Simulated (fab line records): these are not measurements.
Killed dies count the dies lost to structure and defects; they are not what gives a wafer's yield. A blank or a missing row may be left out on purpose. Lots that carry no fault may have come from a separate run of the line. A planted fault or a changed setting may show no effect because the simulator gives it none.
Matching of chambers ; flow n5_finfet ; N5_FIN_SAQP_SPACER1_ETCHBACK_25 on rie_diel-03 has 4 sister chambers
The step etches SiO2 in CHF3/O2, target depth 24.4 nm, time 12.2 s. 4 wafers are shown with their chamber, then 11 later ones without.

== EACH WAFER AND ITS CHAMBER ==
wafer;chamber;showerhead_plenum_p_Torr (Torr)
L082.1;0;2.49
L082.2;1;2.32
L082.3;3;2.40
L082.4;2;2.56

== WAFERS WITH NO CHAMBER GIVEN ==
wafer;showerhead_plenum_p_Torr (Torr)
L082.5;2.40
L082.6;2.49
L093.1;2.31
L093.2;2.40
L093.3;2.55
L093.4;2.48
L093.5;2.48
L093.6;2.40
L096.3;2.31
L096.4;2.55
L096.6;2.31

== CHAMBER TAKEN BY EACH ==
wafer;from the rows above;in truth
L082.5;3;3
L082.6;0;0
L093.1;1;1
L093.2;3;3
L093.3;2;2
L093.4;0;0
L093.5;0;0
L093.6;3;3
L096.3;1;1
L096.4;2;2
L096.6;1;1
Placed correctly: 11 of 11. Left unplaced by these rows: 0. Number placed wrongly: 0.
How it was worked out, from the rows above alone: a wafer's distance from a chamber is the root of the sum, over the readings, of the square of ((its reading less the chamber's mean) divided by the reading's scatter). The wafer belongs to the nearest chamber; if the next one is less than 2 further off, it can't be placed. A chamber's mean is the mean of its shown wafers. The scatter: with one shown wafer a chamber, the root of the mean of the squares of how far each hidden wafer lies from its nearest shown one.
